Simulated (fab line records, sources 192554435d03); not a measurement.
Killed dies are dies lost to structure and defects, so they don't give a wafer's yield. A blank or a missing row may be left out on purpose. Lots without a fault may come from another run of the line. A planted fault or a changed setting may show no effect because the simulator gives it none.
Chamber matching | flow n5_finfet | N5_BEOL_M13_DESCUM_15 on rie_diel-01: 4 sister chambers
The step chemistry O2, time 7.9 s. 4 wafers are shown with their chamber, then 9 later ones without.

WAFERS WITH THEIR CHAMBER
wafer  | chamber | throttle_valve_pct (%)
L084.1 | 0       | 20.11
L094.2 | 1       | 20.55
L094.4 | 3       | 20.12
L094.6 | 2       | 20.85

WAFERS WITHOUT THEIR CHAMBER
wafer  | throttle_valve_pct (%)
L095.1 | 20.17
L095.2 | 20.11
L095.4 | 20.14
L096.1 | 20.16
L096.5 | 20.56
L096.6 | 20.15
L097.2 | 20.15
L097.5 | 20.56
L097.6 | 20.15

WHICH CHAMBER EACH WENT THROUGH
wafer  | from the rows above     | in truth
L095.1 | can't be placed: 3 or 0 | 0
L095.2 | can't be placed: 0 or 3 | 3
L095.4 | can't be placed: 3 or 0 | 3
L096.1 | can't be placed: 3 or 0 | 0
L096.5 | 1                       | 1
L096.6 | can't be placed: 3 or 0 | 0
L097.2 | can't be placed: 3 or 0 | 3
L097.5 | 1                       | 1
L097.6 | can't be placed: 3 or 0 | 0
Placed correctly: 2 of 9. Can't be placed from these rows: 7 (the true chamber is among the candidates in 7). Placed wrongly: 0.
How it was worked out, from the rows above alone: a wafer's distance from a chamber is the root of the sum, over the readings, of the square of ((its reading less the chamber's mean) divided by the reading's scatter). The wafer belongs to the nearest chamber; if the next one is less than 2 further off, it can't be placed. A chamber's mean is the mean of its shown wafers. The scatter: with one shown wafer a chamber, the root of the mean of the squares of how far each hidden wafer lies from its nearest shown one.
